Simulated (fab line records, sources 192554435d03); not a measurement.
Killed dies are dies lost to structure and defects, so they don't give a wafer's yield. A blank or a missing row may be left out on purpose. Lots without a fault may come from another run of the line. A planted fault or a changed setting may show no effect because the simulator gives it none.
One fault seen from 2 desks | flow n5_finfet | each desk has only its own numbers; what lay behind them comes last

THE TOOL OWNER'S DESK: pecvd-03
The tool's own readings at N5_ZERO_LAYER_PECVD_02 (deposits SiO2 from SiH4/N2O, target thk 10 nm, time 6 s): means of the sampled wafers that have a number, for each lot that ran on this tool. A lot is out of limits, marked OUT, if its mean lies more than 4 standard deviations from the usual mean; the brackets give that distance.
Columns: A = heater_power_w at N5_ZERO_LAYER_PECVD_02, usual 766 W; B = showerhead_plenum_p_Torr at N5_ZERO_LAYER_PECVD_02, usual 8.11 Torr
lot  | first seen here | A   | B
L660 | day 2 18:19     | 851 | 8.14
L663 | day 3 12:18     | 784 | 8.05
L672 | day 5 18:18     | 787 | 8.10
This desk's finding: nothing out of limits on any of the 3 lots.

THE METROLOGY DESK
What the gauges read, lot by lot, whatever tool the lot ran on: means of the sampled wafers that have a number. A lot is out of limits, marked OUT, if its mean lies more than 4 standard deviations from the usual mean; the brackets give that distance. Of its 13 readings 7 are shown: those that lie furthest out on some lot.
Columns: A = CJ_N at N5_BEOL_M4_RC_MEAS_101, usual 4.33; B = CJ_P at N5_BEOL_M4_RC_MEAS_101, usual 5.78; C = IOFF_N at N5_BEOL_M4_RC_MEAS_101, usual 0.16 nA/um; D = IOFF_P at N5_BEOL_M4_RC_MEAS_101, usual 0.21 nA/um; E = ION_N at N5_BEOL_M4_RC_MEAS_101, usual 675 uA/um; F = VT_N at N5_BEOL_M4_RC_MEAS_101, usual 249 mV; G = VT_P at N5_BEOL_M4_RC_MEAS_101, usual -252 mV
lot  | first seen here | A    | B    | C    | D    | E   | F   | G
L655 | day 7 22:44     | 4.43 | 5.78 | 0.17 | 0.20 | 674 | 247 | -252
L656 | day 8 01:22     | 4.34 | 5.72 | 0.15 | 0.21 | 673 | 251 | -248
L657 | day 8 10:26     | 4.40 | 5.85 | 0.20 | 0.27 | 685 | 246 | -245
L658 | day 8 15:17     | 4.34 | 5.56 | 0.17 | 0.21 | 672 | 250 | -252
L660 | day 9 02:31     | 4.26 | 5.96 | 0.15 | 0.19 | 675 | 250 | -250
L661 | day 9 08:15     | 4.39 | 5.73 | 0.16 | 0.21 | 681 | 247 | -250
L663 | day 9 11:06     | 4.44 | 5.47 | 0.25 | 0.29 | 698 | 242 | -246
L662 | day 9 11:34     | 4.35 | 5.83 | 0.16 | 0.20 | 670 | 248 | -253
L672 | day 12 00:05    | 4.58 | 5.19 | 0.15 | 0.18 | 667 | 249 | -253
L678 | day 13 08:45    | 4.41 | 5.76 | 0.15 | 0.21 | 677 | 251 | -250
This desk's finding: nothing out of limits on any of the 10 lots.

PUT TOGETHER
The tool owner's desk saw nothing out of limits.
The metrology desk saw nothing out of limits.

WHAT THE SIMULATOR HAD PUT IN
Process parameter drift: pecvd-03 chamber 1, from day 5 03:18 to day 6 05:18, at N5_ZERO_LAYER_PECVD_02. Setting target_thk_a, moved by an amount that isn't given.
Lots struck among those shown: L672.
